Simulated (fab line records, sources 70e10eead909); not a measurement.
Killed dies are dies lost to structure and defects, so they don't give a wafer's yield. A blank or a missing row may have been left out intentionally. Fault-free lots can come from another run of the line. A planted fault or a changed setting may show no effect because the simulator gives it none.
Chamber matching :: flow nandHarc :: NHARC_A_M1_PRE_CLEAN_32 on pecvd-01 has 3 sister chambers
The step time 12 s. 3 wafers are shown with their chamber, then 12 later ones without.

## WAFERS WITH THEIR CHAMBER
wafer: L091.4
chamber: 1
heaterPowerW (W): 638

wafer: L091.5
chamber: 0
heaterPowerW (W): 591

wafer: L091.6
chamber: 2
heaterPowerW (W): 709

## WAFERS MISSING THEIR CHAMBER
wafer: L094.1
heaterPowerW (W): 626

wafer: L094.3
heaterPowerW (W): 648

wafer: L094.5
heaterPowerW (W): 632

wafer: L092.1
heaterPowerW (W): 612

wafer: L092.2
heaterPowerW (W): 695

wafer: L092.6
heaterPowerW (W): 595

wafer: L097.2
heaterPowerW (W): 607

wafer: L097.3
heaterPowerW (W): 682

wafer: L097.6
heaterPowerW (W): 631

wafer: L096.1
heaterPowerW (W): 611

wafer: L096.3
heaterPowerW (W): 556

wafer: L096.4
heaterPowerW (W): 628

## WHICH CHAMBER EACH ONE RAN IN
wafer: L094.1
from the rows above: can't be placed: 1 or 0
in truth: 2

wafer: L094.3
from the rows above: 1
in truth: 1

wafer: L094.5
from the rows above: can't be placed: 1 or 0
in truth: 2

wafer: L092.1
from the rows above: can't be placed: 0 or 1
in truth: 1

wafer: L092.2
from the rows above: 2
in truth: 2

wafer: L092.6
from the rows above: 0
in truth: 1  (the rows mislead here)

wafer: L097.2
from the rows above: can't be placed: 0 or 1
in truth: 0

wafer: L097.3
from the rows above: can't be placed: 2 or 1
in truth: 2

wafer: L097.6
from the rows above: can't be placed: 1 or 0
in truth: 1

wafer: L096.1
from the rows above: can't be placed: 0 or 1
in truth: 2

wafer: L096.3
from the rows above: 0
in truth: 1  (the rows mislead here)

wafer: L096.4
from the rows above: can't be placed: 1 or 0
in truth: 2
2 of 12 placed correctly. From these rows, 8 cannot be placed; in 4 the true chamber is one of the candidates. 2 placed wrongly.
How it was worked out, from the rows above alone: a wafer's distance from a chamber is the root of the sum, over the readings, of the square of ((its reading less the chamber's mean) divided by the reading's scatter). The wafer belongs to the nearest chamber; if the next one is less than 2 further off, it can't be placed. For every chamber, the mean is computed from those of its wafers that are shown. The scatter: with one shown wafer a chamber, the root of the mean of the squares of how far each hidden wafer lies from its nearest shown one.
